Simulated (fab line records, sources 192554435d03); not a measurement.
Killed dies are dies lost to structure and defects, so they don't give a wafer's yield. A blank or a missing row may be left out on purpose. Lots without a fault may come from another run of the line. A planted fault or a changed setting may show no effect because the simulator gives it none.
fab line records | flow n5_finfet
record lots=11 wafers=28 last_day=17
route steps=1938 shown DUMMY_GATE@233 BEOL_M4@1111
lots that met no fault: from a run of the same line without faults
start_h: hours from the record's first day to the start of the lot's first wafer shown | wait_h: hours since the lot's step before | " the same as in the row above | L1.1+2: a row that stands for several wafers | - no value, or no start given | * or withheld: withheld | < > ~ a bound
route shown NAME@n: a module of which the file shows steps, and the number in the route of the first | usual: mean/standard deviation of fault-free wafers | same: alike in all rows | chamber/n: place in a boat | sites: the reading at each site | _std_site: their standard deviation | _edge_site: outer sites' mean less inner sites' | radius_mm: how far each site lies from the wafer's centre | mask NAME#n: copy n | behind: the tool/chamber that last shaped the wafer | hold: why the lot was held/for how many hours/how that ended | device: the transistor (n, p or np) that didn't switch | end of line: the same wafers' tests at the end of the route | a step without rows: its recipe alone | killed: dies lost to structure and defects at the first sort, not the wafer's yield | map: a wafer's dies, x killed, . not, _ none there
set.NAME: the setting as run; set.NAME@STEP: as run at that earlier step | model.NAME: the simulator's own value behind a step, which no gauge read
steps of the route over a sample of lots; a table a step, a row a wafer
services: from which hour (start_h, from the record's first day; less than 0 if before it) a tool's chamber was out of use, for how many hours, and why
## steps
# step N5_DUMMY_GATE_INSPECT_17
# recipe mode=adi inspect_instrument=brightfield
# usual raw_defect_count=201/54
# columns lot.wafer tool chamber start_h wait_h raw_defect_count
L294.1 defect_inspect-01 - 49.58 0.1 171
L294.3 " - " " 273
L294.5 " - " " 209
L295.2 defect_inspect-02 - 53.10 0.0 153
L295.5 " - " " 230
L295.6 " - " " 172
L297.2 defect_inspect-01 - 66.44 0.0 194
L297.4 " - " " 168
L297.6 " - " " 158
L298.4 defect_inspect-02 - 71.24 0.0 387
L298.5 " - " " 269
L298.6 " - " " 406
L303.3 defect_inspect-02 - 103.78 0.0 223
L303.4 " - " " 192
L306.4 defect_inspect-02 - 127.43 0.0 193
L306.5 " - " " 163
L309.2 defect_inspect-01 - 139.25 0.0 186
L309.6 " - " " 160
L310.3 defect_inspect-01 - 145.39 0.0 160
L310.5 " - " " 178
L315.2 defect_inspect-02 - 175.02 0.0 247
L315.4 " - " " 172
L315.5 " - " " 267
L316.1 defect_inspect-02 - 178.55 0.1 282
L316.4 " - " " 257
L316.6 " - " " 161
L317.4 defect_inspect-02 - 185.12 0.0 145
L317.6 " - " " 184
# step N5_DUMMY_GATE_ETCH_32
# recipe chemistry=CF4 target=SiO2 target_depth_a=35 time_s=3.9 ion_energy_ev=350 pressure_mtorr=10 icp_w=800 bias_w=400 cf4_flow_sccm=80
# usual drypump_motor_current_A=5.5/0.5 oes_product_au=0.997/0.021 throttle_valve_pct=21.7/0.34
# same time_s=3.9
# columns lot.wafer tool chamber start_h wait_h drypump_motor_current_A oes_product_au rf_hours_counter_h throttle_valve_pct
L294.1 rie_si-06 1 50.37 0.1 5.5 1.003 116 22.2
L294.3 " 2 " " 4.9 1.021 0 21.7
L294.5 " 2 " " 4.9 1.027 - 21.7
L295.2 rie_si-04 0 53.93 0.1 6.4 0.976 44 21.7
L295.5 " 0 " " 6.4 0.980 - 21.7
L295.6 " 1 " " 6.0 1.001 - 21.5
L297.2 rie_si-02 2 67.15 0.1 5.3 0.980 134 21.7
L297.4 " 2 " " 5.3 0.983 - 21.7
L297.6 " 1 " " 5.4 0.974 - 21.4
L298.4 rie_si-06 0 72.01 0.0 5.4 1.005 130 21.2
L298.5 " 2 " " 4.8 1.025 - 21.6
L298.6 " 3 " " 4.8 1.009 - 22.2
L303.3 rie_si-06 2 104.49 0.1 4.9 0.789 1 21.6
L303.4 " 2 " " 4.8 1.013 - 21.6
L306.4 rie_si-02 1 128.28 0.1 5.4 0.962 - 21.4
L306.5 " 0 " " 5.3 0.988 - 21.4
L309.2 rie_si-04 3 140.13 0.1 5.7 0.950 167 21.6
L309.6 " 3 " " 5.7 0.961 - 21.6
L310.3 rie_si-04 0 146.09 0.1 6.4 0.989 46 21.7
L310.5 " 0 " " 6.4 0.996 - 21.7
L315.2 rie_si-02 0 176.10 0.1 5.3 0.988 1 21.4
L315.4 " 3 " " 5.6 0.987 164 21.9
L315.5 " 2 " " 5.3 0.967 - 21.7
L316.1 rie_si-06 1 179.27 0.1 5.4 1.001 118 22.3
L316.4 " 2 " " 4.9 1.016 3 21.7
L316.6 " 3 " " 4.8 1.013 - 22.2
L317.4 rie_si-06 1 185.98 0.0 5.5 0.995 118 22.3
L317.6 " 1 " " 5.5 0.997 - 22.2
# step N5_DUMMY_GATE_ETCH_23
# recipe chemistry=HBr/Cl2/O2 HBr_flow_sccm=150 Cl2_flow_sccm=80 O2_flow_sccm=12 bias_w=102 target_depth_a=410 time_s=22.3 target=poly-Si mask_material=SiO2 pressure_mtorr=10 icp_w=800
# usual drypump_motor_current_A=5.5/0.5 oes_o_777_au=1.00/0.087 oes_product_au=1.001/0.017 throttle_valve_pct=37.1/0.47
# same time_s=22.3
# columns lot.wafer tool chamber start_h wait_h drypump_motor_current_A oes_o_777_au oes_product_au rf_hours_counter_h throttle_valve_pct
L294.1 rie_si-06 1 50.40 0.0 5.5 1.07 0.994 116 37.8
L294.3 " 2 " " 4.9 1.14 1.010 0 36.9
L294.5 " 2 " " 4.8 1.15 1.009 - 36.9
L295.2 rie_si-04 0 53.96 0.0 6.4 0.94 0.991 44 37.4
L295.5 " 0 " " 6.4 0.94 0.997 - 37.4
L295.6 " 1 " " 6.0 0.98 1.008 - 36.2
L297.2 rie_si-02 2 67.18 0.0 5.3 0.92 0.988 134 37.0
L297.4 " 2 " " 5.3 0.93 0.985 - 37.0
L297.6 " 1 " " 5.4 0.91 0.977 - 37.2
L298.4 rie_si-06 0 72.05 0.0 5.5 0.98 1.014 130 36.7
L298.5 " 2 " " 4.9 1.15 1.015 - 36.9
L298.6 " 3 " " 4.8 0.94 1.017 - 37.6
L303.3 rie_si-06 2 104.52 0.0 4.8 1.15 1.013 1 36.9
L303.4 " 2 " " 4.8 1.15 1.002 - 36.9
L306.4 rie_si-02 1 128.33 0.0 5.5 0.91 0.963 - 37.2
L306.5 " 0 " " 5.3 0.97 0.994 - 36.3
L309.2 rie_si-04 3 140.17 0.0 5.7 0.84 0.982 167 36.9
L309.6 " 3 " " 5.7 0.85 0.978 - 36.9
L310.3 rie_si-04 0 146.12 0.0 6.4 0.94 0.987 46 37.4
L310.5 " 0 " " 6.4 0.94 0.998 - 37.4
L315.2 rie_si-02 0 176.13 0.0 5.3 0.97 0.987 1 36.3
L315.4 " 3 " " 5.6 1.08 0.980 164 37.3
L315.5 " 2 " " 5.3 0.91 0.984 - 37.0
L316.1 rie_si-06 1 179.30 0.0 5.5 1.06 0.988 118 37.8
L316.4 " 2 " " 4.9 1.14 1.004 3 36.9
L316.6 " 3 " " 4.8 0.96 1.019 - 37.6
L317.4 rie_si-06 1 186.01 0.0 5.4 1.07 0.979 118 37.8
L317.6 " 1 " " 5.4 1.08 0.973 - 37.8
# step N5_DUMMY_GATE_INSPECT_27
# recipe inspect_instrument=brightfield mode=aei
# usual raw_defect_count=302/76
# columns lot.wafer tool chamber start_h wait_h raw_defect_count
L294.1 defect_inspect-01 - 50.95 0.0 260
L294.3 " - " " 425
L294.5 " - " " 315
L295.2 defect_inspect-01 - 54.66 0.0 220
L295.5 " - " " 325
L295.6 " - " " 233
L297.2 defect_inspect-01 - 67.77 0.0 290
L297.4 " - " " 243
L297.6 " - " " 240
L298.4 defect_inspect-01 - 72.50 0.0 503
L298.5 " - " " 411
L298.6 " - " " 554
L303.3 defect_inspect-02 - 104.98 0.0 334
L303.4 " - " " 301
L306.4 defect_inspect-02 - 128.77 0.0 286
L306.5 " - " " 246
L309.2 defect_inspect-01 - 140.62 0.0 283
L309.6 " - " " 275
L310.3 defect_inspect-02 - 146.57 0.0 263
L310.5 " - " " 272
L315.2 defect_inspect-02 - 176.59 0.0 380
L315.4 " - " " 255
L315.5 " - " " 443
L316.1 defect_inspect-02 - 179.76 0.0 422
L316.4 " - " " 395
L316.6 " - " " 268
L317.4 defect_inspect-02 - 186.49 0.0 233
L317.6 " - " " 252
# step N5_BEOL_M4_RC_MEAS_101
# usual DIBL_N=36.9/2.1 DIBL_P=37.1/2.5 IOFF_N=0.17/0.039 IOFF_P=0.23/0.043 ION_N=673/15 ION_P=462/9.1 SS_N=71.8/0.69 SS_P=73.6/0.74 VT_N=250/3.6 VT_P=-249.7/2.9
# columns lot.wafer tool chamber start_h wait_h DIBL_N[mV/V] DIBL_P[mV/V] IOFF_N[nA/um] IOFF_P[nA/um] ION_N[uA/um] ION_P[uA/um] SS_N[mV/dec] SS_P[mV/dec] VT_N[mV] VT_P[mV]
L295.2 prober-02 0 177.83 0.2 35.1 37.0 0.16 0.24 691 474 71.2 74.0 251 -247.6
L295.5 " 0 " " 36.0 36.9 0.15 0.23 666 459 71.7 73.6 253 -248.0
L295.6 " 0 " " 34.3 35.4 0.14 0.20 674 464 71.2 73.3 249 -248.0
L297.2 prober-01 0 180.79 0.2 33.5 33.0 0.12 0.17 677 465 70.8 72.1 254 -252.8
L297.4 " 0 " " 35.6 35.0 0.15 0.19 665 453 71.1 72.9 249 -252.3
L297.6 " 0 " " 35.8 35.6 0.14 0.19 667 452 70.7 73.2 251 -250.6
L294.1 prober-01 0 185.58 0.0 37.9 37.0 0.18 0.19 674 447 71.8 73.2 248 -249.9
L294.3 " 0 " " 39.5 40.3 0.22 0.23 687 456 71.9 74.3 247 -250.1
L294.5 " 0 " " 37.5 36.5 0.16 0.17 664 444 72.2 73.8 253 -252.8
L298.4 prober-02 0 197.94 0.5 35.4 35.1 0.14 0.20 662 456 71.9 74.4 255 -251.6
L298.5 " 0 " " 34.6 34.5 0.14 0.19 659 451 72.0 73.8 254 -250.6
L298.6 " 0 " " 37.6 37.6 0.18 0.22 683 469 72.3 74.3 251 -250.2
L303.3 prober-01 0 225.03 0.3 37.9 35.2 0.16 0.21 658 447 71.8 73.8 252 -252.3
L303.4 " 0 " " 35.8 34.8 0.14 0.21 682 467 70.4 73.4 250 -249.3
L306.4 prober-02 0 242.76 0.5 37.6 40.2 0.22 0.29 682 468 72.4 73.5 249 -247.1
L306.5 " 0 " " 35.9 36.7 0.16 0.21 663 455 72.2 73.3 254 -252.4
L309.2 prober-02 0 259.98 0.2 39.5 38.7 0.20 0.21 673 460 72.6 74.1 250 -253.2
L309.6 " 0 " " 37.3 38.4 0.16 0.21 678 463 71.5 73.8 250 -253.3
L310.3 prober-01 0 272.69 0.3 38.7 39.0 0.19 0.24 689 465 72.4 72.8 246 -249.5
L310.5 " 0 " " 40.3 41.2 0.20 0.27 695 474 72.6 73.8 246 -246.3
L315.2 prober-01 0 299.57 0.2 35.2 35.2 0.16 0.24 658 459 71.6 73.2 249 -246.8
L315.4 " 0 " " 33.2 32.6 0.13 0.19 666 464 71.5 72.3 252 -248.8
L315.5 " 0 " " 35.0 34.3 0.17 0.21 649 453 72.1 72.9 250 -248.8
L316.1 prober-02 0 302.10 0.0 37.3 35.9 0.17 0.21 681 462 72.1 73.4 248 -250.6
L316.4 " 0 " " 33.3 32.1 0.11 0.15 664 455 70.4 72.4 254 -254.1
L316.6 " 0 " " 37.4 37.0 0.19 0.23 700 474 71.9 73.5 245 -250.7
L317.4 prober-01 0 302.64 0.5 34.0 35.0 0.15 0.20 686 473 71.6 73.2 247 -249.2
L317.6 " 0 " " 39.7 42.6 0.27 0.35 712 485 73.2 75.6 242 -245.4
## services
# columns tool chamber start_h hours kind
rie_si-02 3 35.58 0.9 repair
rie_si-04 3 64.17 4.2 repair
rie_si-02 0 66.27 - clean
rie_si-02 0 66.27 25.5 scheduled_down
rie_si-02 0 66.27 25.5 vent_cycle
rie_si-02 - 83.82 28.1 pm
rie_si-06 1 103.48 8.0 repair
rie_si-02 3 124.63 12.3 repair
rie_si-02 - 145.78 2.8 pm
rie_si-06 1 146.47 8.6 repair
rie_si-06 0 160.43 9.1 repair
## key
first_sign step=N5_DUMMY_GATE_ETCH_32 reading=oes_product_au direction=down sigmas=9.8 usual=0.997 struck=0.789
effect none on later readings
met_at N5_DUMMY_GATE_ETCH_32
struck_lots L303
struck_wafers L303.3
not_acting_at N5_DUMMY_GATE_INSPECT_17,N5_DUMMY_GATE_ETCH_23,N5_DUMMY_GATE_INSPECT_27
onset_between 72.01 104.49
fault kind=process_parameter_drift tool=rie_si-06 chamber=- onset_h=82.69 steps=N5_DUMMY_GATE_ETCH_32 channel=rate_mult offset=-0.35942 shape=step end_h=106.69 scope=struck_wafers_only
